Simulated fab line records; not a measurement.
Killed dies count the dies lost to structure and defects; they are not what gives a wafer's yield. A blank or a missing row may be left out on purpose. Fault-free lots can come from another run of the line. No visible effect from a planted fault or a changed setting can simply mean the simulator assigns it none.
Matching of chambers + flow n5-finfet + 4 sister chambers for N5_BEOL_M14_ETCH_59 on rie-diel-04
The step etches BARC in N2/H2, target depth 89 nm, overetch 26.7 nm, time 67.9 s. 8 wafers are shown with their chamber, then 8 later ones without.

== WAFERS WITH THEIR CHAMBER ==
| wafer  | chamber | drypump-motor-current-A (A) | showerhead-plenum-p-Torr (Torr) |
|--------|---------|-----------------------------|---------------------------------|
| L075.3 | 2       | 5.4                         | 2.61                            |
| L075.4 | 0       | 6.4                         | 2.70                            |
| L076.4 | 2       | 5.5                         | 2.61                            |
| L078.3 | 3       | 6.5                         | 2.62                            |
| L078.5 | 0       | 6.4                         | 2.70                            |
| L081.1 | 3       | 6.5                         | 2.62                            |
| L081.6 | 1       | 5.3                         | 2.54                            |
| L087.2 | 1       | 5.3                         | 2.53                            |

== WAFERS WITH NO CHAMBER GIVEN ==
| wafer  | drypump-motor-current-A (A) | showerhead-plenum-p-Torr (Torr) |
|--------|-----------------------------|---------------------------------|
| L087.3 | 6.5                         | 2.61                            |
| L087.5 | 6.5                         | 2.61                            |
| L096.1 | 5.4                         | 2.59                            |
| L096.2 | 6.5                         | 2.60                            |
| L096.3 | 5.3                         | 2.52                            |
| L094.1 | 6.4                         | 2.68                            |
| L094.4 | 6.5                         | 2.60                            |
| L094.5 | 5.4                         | 2.59                            |

== EACH ONE'S CHAMBER ==
| wafer  | from the rows above | in truth |
|--------|---------------------|----------|
| L087.3 | 3                   | 3        |
| L087.5 | 3                   | 3        |
| L096.1 | 2                   | 2        |
| L096.2 | 3                   | 3        |
| L096.3 | 1                   | 1        |
| L094.1 | 0                   | 0        |
| L094.4 | 3                   | 3        |
| L094.5 | 2                   | 2        |
Placed correctly: 8 of 8. From these rows, 0 cannot be placed. Wrongly placed: 0.
How it was worked out, from the rows above alone: a wafer's distance from a chamber is the root of the sum, over the readings, of the square of ((its reading less the chamber's mean) divided by the reading's scatter). The wafer belongs to the nearest chamber; if the next one is less than 2 further off, it can't be placed. Each chamber's mean is taken over the wafers shown for it. How the scatter is found: for the shown wafers, subtract from each reading the mean of its chamber, square and add these, divide the total by (wafers less chambers), then take the root.
